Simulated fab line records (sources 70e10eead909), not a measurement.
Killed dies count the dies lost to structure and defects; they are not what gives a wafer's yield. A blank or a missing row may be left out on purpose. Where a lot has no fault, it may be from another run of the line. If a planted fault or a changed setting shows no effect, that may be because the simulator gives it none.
Chamber matching || flow nand-harc || NHARC_A_M1_DEP_33 on pecvd-03: 3 sister chambers
The step deposits SiCN, target thk 30 nm. 3 wafers are shown with their chamber, then 7 later ones without.

## EACH WAFER AND ITS CHAMBER
{"wafer": "L083.3", "chamber": 1, "rf-fwd-power-W (W)": 448.8}
{"wafer": "L086.1", "chamber": 2, "rf-fwd-power-W (W)": 446.8}
{"wafer": "L086.2", "chamber": 0, "rf-fwd-power-W (W)": 449.1}

## WAFERS MISSING THEIR CHAMBER
{"wafer": "L086.6", "rf-fwd-power-W (W)": 450.9}
{"wafer": "L085.3", "rf-fwd-power-W (W)": 449.3}
{"wafer": "L085.5", "rf-fwd-power-W (W)": 449.3}
{"wafer": "L085.6", "rf-fwd-power-W (W)": 450.1}
{"wafer": "L091.1", "rf-fwd-power-W (W)": 449.3}
{"wafer": "L091.2", "rf-fwd-power-W (W)": 449.3}
{"wafer": "L091.4", "rf-fwd-power-W (W)": 450.0}

## CHAMBER TAKEN BY EACH
{"wafer": "L086.6", "from the rows above": "can't be placed: 0 or 1", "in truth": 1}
{"wafer": "L085.3", "from the rows above": "can't be placed: 0 or 1", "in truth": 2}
{"wafer": "L085.5", "from the rows above": "can't be placed: 0 or 1", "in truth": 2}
{"wafer": "L085.6", "from the rows above": "can't be placed: 0 or 1", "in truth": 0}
{"wafer": "L091.1", "from the rows above": "can't be placed: 0 or 1", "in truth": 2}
{"wafer": "L091.2", "from the rows above": "can't be placed: 0 or 1", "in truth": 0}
{"wafer": "L091.4", "from the rows above": "can't be placed: 0 or 1", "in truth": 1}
Correct placement for 0 of the 7. From these rows, 7 cannot be placed; in 4 the true chamber is one of the candidates. Placed wrongly: 0.
How it was worked out, from the rows above alone: a wafer's distance from a chamber is the root of the sum, over the readings, of the square of ((its reading less the chamber's mean) divided by the reading's scatter). If the next closest chamber is less than 2 further off than the closest, the wafer can't be placed; otherwise it belongs to the closest. Each chamber's mean is taken over the wafers shown for it. The scatter (one wafer shown for each chamber): square how far every hidden wafer sits from the nearest shown wafer, average those squares and take the square root.
